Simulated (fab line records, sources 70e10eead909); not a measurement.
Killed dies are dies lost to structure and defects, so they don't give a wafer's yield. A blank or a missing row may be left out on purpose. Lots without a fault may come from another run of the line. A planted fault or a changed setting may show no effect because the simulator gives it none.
fab line records | flow nand_harc
record lots=13 wafers=39 last_day=34
route steps=1302 shown A_STAIRCASE@653 THIN_TSV@1265 END@1302
lots that met no fault: from a run of the same line without faults
start_h: hours from the record's first day to the start of the lot's first wafer shown | wait_h: hours since the lot's step before | " the same as in the row above | L1.1+2: a row that stands for several wafers | - no value, or no start given | * or withheld: withheld | < > ~ a bound
route shown NAME@n: a module of which the file shows steps, and the number in the route of the first | usual: mean/standard deviation of fault-free wafers | same: alike in all rows | chamber/n: place in a boat | sites: the reading at each site | _std_site: their standard deviation | _edge_site: outer sites' mean less inner sites' | radius_mm: how far each site lies from the wafer's centre | mask NAME#n: copy n | behind: the tool/chamber that last shaped the wafer | hold: why the lot was held/for how many hours/how that ended | device: the transistor (n, p or np) that didn't switch | end of line: the same wafers' tests at the end of the route | a step without rows: its recipe alone | killed: dies lost to structure and defects at the first sort, not the wafer's yield | map: a wafer's dies, x killed, . not, _ none there
set.NAME: the setting as run; set.NAME@STEP: as run at that earlier step | model.NAME: the simulator's own value behind a step, which no gauge read
steps of the route over a sample of lots; a table a step, a row a wafer
services: from which hour (start_h, from the record's first day; less than 0 if before it) a tool's chamber was out of use, for how many hours, and why
## steps
# step NHARC_A_STAIRCASE_STRIP_171
# recipe power_w=1500 temp_c=250 chemistry=O2
# usual drypump_motor_current_A=6.1/0.61 heater_power_w=351/34
# columns lot.wafer tool chamber start_h wait_h drypump_motor_current_A heater_power_w rf_hours_counter_h
L504.2 plasma_asher-01 0 339.66 - 6.6 362 37
L504.5 " 0 " " 6.7 355 -
L504.6 " 1 " " 6.4 388 -
L505.2 plasma_asher-02 1 357.74 - 6.3 310 23
L505.5 " 1 " " 6.3 313 -
L505.6 " 0 " " 5.1 337 -
L507.1 plasma_asher-01 0 386.67 - 6.6 372 6
L507.3 " 0 " " 6.7 376 -
L507.5 " 0 " " 6.6 390 -
L508.2 plasma_asher-02 0 386.89 - 5.1 344 28
L508.4 " 0 " " 5.1 360 -
L508.3 " 1 " " 6.3 309 -
L509.2 plasma_asher-01 0 404.23 - 6.6 389 10
L509.4 " 1 " " 6.4 359 -
L509.3 " 0 " " 6.6 389 -
L510.3 plasma_asher-01 1 410.02 - 6.4 373 -
L510.6 " 1 " " 6.4 374 -
L510.5 " 0 " " 6.7 377 -
L512.2 plasma_asher-02 1 438.75 - 6.3 292 2
L512.1 " 0 " " 5.1 347 2
L512.4 " 1 " " 6.3 301 -
L513.2 plasma_asher-02 1 445.86 - 6.3 309 3
L513.3 " 0 " " 5.1 355 -
L513.6 " 0 " " 5.1 353 -
L514.2 plasma_asher-01 0 460.99 - 6.7 386 22
L514.4 " 0 " " 6.7 393 -
L514.5 " 0 " " 6.7 396 -
L517.1 plasma_asher-02 0 490.81 - 5.1 347 11
L517.3 " 0 " " 5.1 347 -
L517.4 " 1 " " 6.3 295 -
L525.1 plasma_asher-02 1 567.12 - 6.3 299 30
L525.3 " 1 " " 6.3 294 -
L525.6 " 1 " " 6.3 297 -
L526.1 plasma_asher-01 1 571.43 - 6.4 389 8
L526.4 " 0 " " 6.7 383 -
L526.6 " 1 " " 6.4 409 -
L527.2 plasma_asher-01 1 599.79 - 6.4 392 14
L527.3 " 0 " " 6.6 375 -
L527.5 " 0 " " 6.6 376 -
# step NHARC_THIN_TSV_STRIP_45
# recipe power_w=1500 temp_c=250 chemistry=O2
# usual drypump_motor_current_A=6.2/0.55 heater_power_w=363/35
# columns lot.wafer tool chamber start_h wait_h drypump_motor_current_A heater_power_w rf_hours_counter_h
L504.2 plasma_asher-01 0 538.83 0.1 6.7 375 1
L504.5 " 0 " " 6.7 371 -
L504.6 " 1 " " 6.4 398 -
L505.2 plasma_asher-02 1 553.27 0.1 6.2 291 27
L505.5 " 0 " " 5.1 349 -
L505.6 " 1 " " 6.2 297 -
L507.1 plasma_asher-01 0 578.22 0.1 6.6 383 9
L507.3 " 0 " " 6.6 381 -
L507.5 " 0 " " 6.7 377 -
L508.2 plasma_asher-01 1 579.75 0.3 6.4 409 10
L508.3 " 0 " " 6.7 375 -
L508.4 " 1 " " 6.4 389 -
L510.3 plasma_asher-02 1 613.34 0.2 6.3 306 -
L510.6 " 1 " " 6.3 301 -
L510.5 " 0 " " 5.1 358 -
L509.2 plasma_asher-02 1 614.31 0.1 6.3 303 0
L509.4 " 1 " " 6.3 307 -
L509.3 " 0 " " 5.1 364 -
L512.2 plasma_asher-02 0 628.73 0.1 5.1 355 3
L512.1 " 1 " " 6.2 302 3
L512.4 " 0 " " 5.1 348 -
L513.2 plasma_asher-01 1 636.70 0.2 6.4 404 21
L513.3 " 1 " " 6.4 404 -
L513.6 " 1 " " 6.4 396 -
L514.2 plasma_asher-01 0 656.77 0.1 6.7 373 26
L514.4 " 1 " " 6.4 408 -
L514.5 " 1 " " 6.3 400 -
L517.1 plasma_asher-01 1 679.05 0.1 6.4 394 29
L517.3 " 0 " " 6.6 380 -
L517.4 " 1 " " 6.4 397 -
L525.1 plasma_asher-01 1 763.79 0.1 6.4 397 11
L525.3 " 1 " " 6.4 400 -
L525.6 " 0 " " 6.6 354 -
L526.1 plasma_asher-01 1 781.13 0.1 6.4 400 16
L526.4 " 0 " " 6.6 362 -
L526.6 " 0 " " 6.7 360 -
L527.2 plasma_asher-01 1 799.01 0.1 6.4 409 20
L527.3 " 1 " " 6.4 392 -
L527.5 " 0 " " 6.7 355 -
# step NHARC_THIN_TSV_DEP_47
# recipe target_thk_a=2000 temp_c=withheld pressure_torr=6.5 rf_w=900 teos_flow_sccm=161.4 flow_sccm=2650 target_thk_nm=200 gas=O2 material=SiO2
# usual throttle_valve_pct=15.9/0.52
# columns lot.wafer tool chamber start_h wait_h throttle_valve_pct
L504.2 pecvd-01 0 539.71 - 16.2
L504.6 " 2 " " 15.9
L504.5 " 0 " " 16.3
L505.2 pecvd-01 1 554.07 - 14.3
L505.5 " 0 " " 16.2
L505.6 " 2 " " 16.0
L507.1 pecvd-01 2 578.98 - 16.2
L507.3 " 1 " " 14.8
L507.5 " 2 " " 15.9
L508.2 pecvd-04 2 580.54 - 15.5
L508.3 " 0 " " 15.1
L508.4 " 2 " " 15.5
L510.3 pecvd-02 1 614.05 - 16.4
L510.5 " 1 " " 15.9
L510.6 " 0 " " 15.9
L509.3 pecvd-02 0 615.16 - 16.0
L509.2 " 1 " " 16.3
L509.4 " 2 " " 16.1
L512.1 pecvd-04 2 629.57 - 15.6
L512.2 " 0 " " 15.4
L512.4 " 0 " " 15.6
L513.3 pecvd-02 0 637.51 - 15.9
L513.2 " 1 " " 16.2
L513.6 " 1 " " 16.3
L514.2 pecvd-04 1 657.66 - 15.6
L514.4 " 2 " " 15.8
L514.5 " 0 " " 14.9
L517.1 pecvd-02 2 679.85 - 16.1
L517.3 " 0 " " 16.2
L517.4 " 2 " " 16.1
L525.1 pecvd-04 2 764.63 - 15.9
L525.3 " 0 " " 15.3
L525.6 " 0 " " 15.3
L526.1 pecvd-04 1 781.88 - 16.2
L526.6 " 1 " " 16.1
L526.4 " 0 " " 15.3
L527.3 pecvd-02 0 799.82 - 15.9
L527.2 " 1 " " 16.1
L527.5 " 0 " " 16.3
# step NHARC_THIN_TSV_PRE_CLEAN_54
# recipe time_s=30 temp_c=280 gas=H2/He
# usual heater_power_w=422/41
# columns lot.wafer tool chamber start_h wait_h heater_power_w
L504.2 pvd_sputter-03 - 543.07 0.1 491
L504.6 " - " " 377
L504.5 " - " " 398
L505.2 pvd_sputter-02 - 557.25 0.1 418
L505.6 " - " " 418
L505.5 " - " " 468
L507.3 pvd_sputter-02 - 582.20 0.1 465
L507.1 " - " " 383
L507.5 " - " " 374
L508.3 pvd_sputter-03 - 583.58 0.1 428
L508.4 " - " " 501
L508.2 " - " " 395
L510.3 pvd_sputter-02 - 617.06 0.1 418
L510.5 " - " " 383
L510.6 " - " " 435
L509.2 pvd_sputter-03 - 618.09 0.1 493
L509.4 " - " " 378
L509.3 " - " " 441
L512.1 pvd_sputter-02 - 632.56 0.1 415
L512.2 " - " " 458
L512.4 " - " " 381
L513.2 pvd_sputter-01 - 640.50 0.1 422
L513.3 " - " " 383
L513.6 " - " " 460
L514.2 pvd_sputter-03 - 660.57 0.1 377
L514.4 " - " " 402
L514.5 " - " " 503
L517.3 pvd_sputter-02 - 682.79 0.1 470
L517.4 " - " " 373
L517.1 " - " " 407
L525.1 pvd_sputter-02 - 767.64 0.0 440
L525.3 " - " " 466
L525.6 " - " " 449
L526.1 pvd_sputter-03 - 785.37 0.0 401
L526.4 " - " " 412
L526.6 " - " " 521
L527.3 pvd_sputter-03 - 803.04 0.1 496
L527.2 " - " " 402
L527.5 " - " " 504
# step NHARC_END_SORT_01
# recipe temp_c=25
# usual killed_at_array=59/20 killed_at_other=0.8/1.2 killed_at_periphery=3.5/2.2 killed_dies=63/20 killed_open=3.3/1.8 killed_short=2.6/1.7
# same gross_dies=677
# columns lot.wafer tool chamber start_h wait_h killed_at_array killed_at_other killed_at_periphery killed_dies killed_open killed_short
L517.1 prober-01 0 693.13 2.5 39 1 3 43 2 1
L517.3 prober-01 0 694.74 3.1 35 0 4 39 6 2
L517.4 prober-01 0 695.54 3.4 125 1 1 127 2 1
# killed by level:class
L517.1 A_CHANNEL_HOLE_D1:chamber_film_flake=14 A_CONTACT:chamber_film_flake=9 A_SLIT:chamber_film_flake=5 A_SGD_CUT:chamber_film_flake=3 P_STI:chamber_film_flake=2 A_CHANNEL_FILL_D2:chamber_film_flake=2 A_M0:chamber_film_flake=2 A_DECK1_JOINT:geometric_particle:short=1
L517.3 A_SGD_CUT:chamber_film_flake=8 A_CONTACT:chamber_film_flake=8 A_CHANNEL_HOLE_D1:chamber_film_flake=7 A_SLIT:chamber_film_flake=2 A_M0:chamber_film_flake=2 P_STI:geometric_particle:open=1 A_SOURCE_PLATE:geometric_particle:open=1 A_ONON_D1:geometric_particle:open=1
L517.4 A_STAIRCASE:unspecified=98 A_SGD_CUT:chamber_film_flake=11 A_CONTACT:chamber_film_flake=5 A_CHANNEL_HOLE_D1:chamber_film_flake=4 A_M0:chamber_film_flake=2 A_ONON_D1:geometric_particle:short=1 A_CHANNEL_FILL_D1:geometric_particle:open=1 A_BLC:geometric_particle:open=1
## services
# columns tool chamber start_h hours kind
pecvd-04 2 329.42 7.9 repair
pecvd-04 1 333.64 13.7 repair
plasma_asher-01 - 342.15 9.0 pm
pecvd-04 - 346.13 3.6 repair
pvd_sputter-03 - 348.14 10.0 pm
pecvd-04 - 377.37 1.3 repair
plasma_asher-02 - 426.00 9.0 pm
pvd_sputter-03 - 455.65 3.4 repair
pvd_sputter-02 - 461.67 10.0 pm
pvd_sputter-02 - 482.26 0.6 repair
pvd_sputter-03 - 503.13 0.6 repair
pvd_sputter-02 - 514.88 1.3 repair
plasma_asher-01 - 519.15 9.0 pm
pvd_sputter-03 - 526.14 10.0 pm
plasma_asher-01 - 529.12 5.2 repair
pvd_sputter-03 - 558.22 1.5 repair
pvd_sputter-03 - 573.89 4.1 repair
plasma_asher-02 - 603.00 9.0 pm
pvd_sputter-02 - 639.67 10.0 pm
plasma_asher-01 - 696.20 9.0 pm
pvd_sputter-03 - 704.14 10.0 pm
pvd_sputter-03 - 731.36 42.5 repair
pvd_sputter-02 - 768.80 4.0 repair
plasma_asher-02 - 780.05 9.0 pm
## key
first_sign step=NHARC_END_SORT_01 reading=killed_at_array direction=up sigmas=3.4 usual=59 struck=125
effect step=NHARC_END_SORT_01 reading=killed_dies direction=up sigmas=3.2 usual=63 struck=127
more_kills_born_at NHARC_A_STAIRCASE_STRIP_171@plasma_asher-02=98
met_at NHARC_A_STAIRCASE_STRIP_171
struck_lots L517
struck_wafers L517.4
tester_left_out L517
not_acting_at NHARC_THIN_TSV_STRIP_45,NHARC_THIN_TSV_DEP_47,NHARC_THIN_TSV_PRE_CLEAN_54
onset_between 445.86 490.81
fault kind=chamber_particle_source tool=plasma_asher-02 chamber=1 onset_h=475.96 steps=NHARC_A_STAIRCASE_STRIP_171 rate_per_visit_cm2=1.3835 end_h=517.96
# tester_left_out: of these lots the tester's yield and bins aren't shown, on N5 and GAA mostly nor the transistor test; their killed dies are dies lost to structure and defects alone, not to doping, threshold or leakage, so they don't give the yield
